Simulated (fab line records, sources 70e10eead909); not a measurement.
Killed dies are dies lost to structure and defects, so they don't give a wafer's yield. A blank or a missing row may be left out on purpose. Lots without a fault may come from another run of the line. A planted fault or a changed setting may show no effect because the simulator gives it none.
A struck lot beside a sound one | flow nand_harc | 20 steps out of a route of 1302
Sound: wafers L149.3, L149.4, L149.6. Struck: wafers L152.2, L152.3, L152.4. The cause comes at the end.
At each step with rows: each side's tool, then ch and its chambers, then its first start. Under that, the readings that differ: sound wafers | struck wafers | difference of the means | sigmas: that difference in standard deviations of wafers without a fault.
alike: readings whose means differ by less than 2 such deviations, and words and numbers that are the same on both sides. not compared: withheld readings, readings that some wafer has no value for, bounds like >300 that may hide the same value, and numbers for which the record gives no deviation and whose values overlap.
The two part at a step that has a row with sigmas, a row that says differs or no value, or rows on one side only. Numbers that don't overlap but have no deviation are shown without sigmas and don't part them. A reading that every wafer of one side lacks parts them only if that side has two wafers or more.

NHARC_P_GATE_ALD_36: deposits SiNx, target thk 20 nm, pulse time 60 s, ald cycles 223.
  sound on ald_sin-03 ch 0,1,2, day 5 16:35; struck on ald_sin-03 ch 0,1,2, day 6 21:11
  alike: heater_power_w, precursor_pulse_height_rel
NHARC_P_GATE_ETCHBACK_37: etches the open film in CHF3/O2, target depth 34.5 nm, time 17.2 s.
  sound on rie_diel-12 ch 0,3; struck on rie_diel-10 ch 0,1,2
  reading                     | sound       | struck      | difference | sigmas
  drypump_motor_current_A (A) | 5.5 5.1 5.5 | 6.7 6.5 6.1 | +1.1       | +2
  alike: oes_product_au, rf_fwd_power_W, rf_vpp_V, showerhead_plenum_p_Torr, throttle_valve_pct
  not compared: rf_hours_counter_h
NHARC_P_GATE_STRIP_101: strips in O2, time 20 s.
  sound on rie_diel-12 ch 1,2,3, day 6 00:10; struck on rie_diel-10 ch 0,2,3, day 7 05:44
  reading                     | sound       | struck      | difference | sigmas
  drypump_motor_current_A (A) | 4.7 5.9 5.1 | 6.2 6.7 6.1 | +1.1       | +2
  alike: oes_product_au, rf_vpp_V, showerhead_plenum_p_Torr, throttle_valve_pct
  not compared: rf_hours_counter_h
then, 9 steps without rows for these wafers: NHARC_P_GATE_PRECLEAN_97 (cleans in SPM, time 600 s); NHARC_P_GATE_SRD_98; NHARC_P_GATE_PRECLEAN_99 (cleans in SC1); NHARC_P_GATE_SRD_100; NHARC_P_GATE_DEHYDRATE_38 (time 120 s); NHARC_P_GATE_HMDS_39 (time 30 s); NHARC_P_GATE_COAT_40; NHARC_P_GATE_SOFTBAKE_41 (time 95 s); NHARC_P_GATE_EBR_42.
NHARC_P_GATE_EXPOSE_43: exposes mask P NSD, target cd 720 nm.
  sound on krf_scanner-03 ch 0, day 6 00:56; struck on krf_scanner-02 ch 0, day 7 06:31
  reading | sound                   | struck                           | difference | sigmas
  mask    | P_NSD#0 P_NSD#0 P_NSD#0 | P_NSD_R1#0 P_NSD_R1#0 P_NSD_R1#0 | differs    |
then, 2 steps without rows for these wafers: NHARC_P_GATE_PEB_44 (peb time 85 s); NHARC_P_GATE_DEVELOP_45 (time 70 s).
NHARC_P_GATE_CD_MEAS_46: target cd 720 nm.
  sound on cd_sem-02 ch 0, day 6 01:05; struck on cd_sem-02 ch 0, day 7 06:41
  reading    | sound             | struck            | difference | sigmas
  cd_nm (nm) | 721.6 723.1 723.1 | 632.5 633.7 634.1 | -89.2      | -56
then, 1 step without rows for these wafers: NHARC_P_GATE_HARDBAKE_47 (time 80 s).
NHARC_P_GATE_DESCUM_48: chemistry O2, time 3 s.
  sound on rie_diel-02 ch 1,2,3, day 6 01:15; struck on rie_diel-02 ch 0,1,2, day 7 06:50
  reading                 | sound             | struck            | difference | sigmas
  model.P_GATE.cd_nm (nm) | 721.7 722.8 723.6 | 632.4 633.2 633.4 | -89.7      |
  alike: drypump_motor_current_A, oes_product_au, rf_vpp_V, showerhead_plenum_p_Torr, throttle_valve_pct
  not compared: rf_hours_counter_h
then, 1 step without rows for these wafers: NHARC_P_GATE_IMPLANT_49.
-- the record jumps here: 18 days lie between the struck wafers' starts before and after (it left off in module P_GATE and takes up again in module END, whose first step shown is number 1302 of the route) --
NHARC_END_SORT_01:
  the record has rows for the struck wafers here (prober-02 ch 0, day 25 06:19) and none for the sound ones

WHERE THEY PART
First at NHARC_P_GATE_ETCHBACK_37; last, within this record, at NHARC_END_SORT_01.

WHY: what the simulator had put in
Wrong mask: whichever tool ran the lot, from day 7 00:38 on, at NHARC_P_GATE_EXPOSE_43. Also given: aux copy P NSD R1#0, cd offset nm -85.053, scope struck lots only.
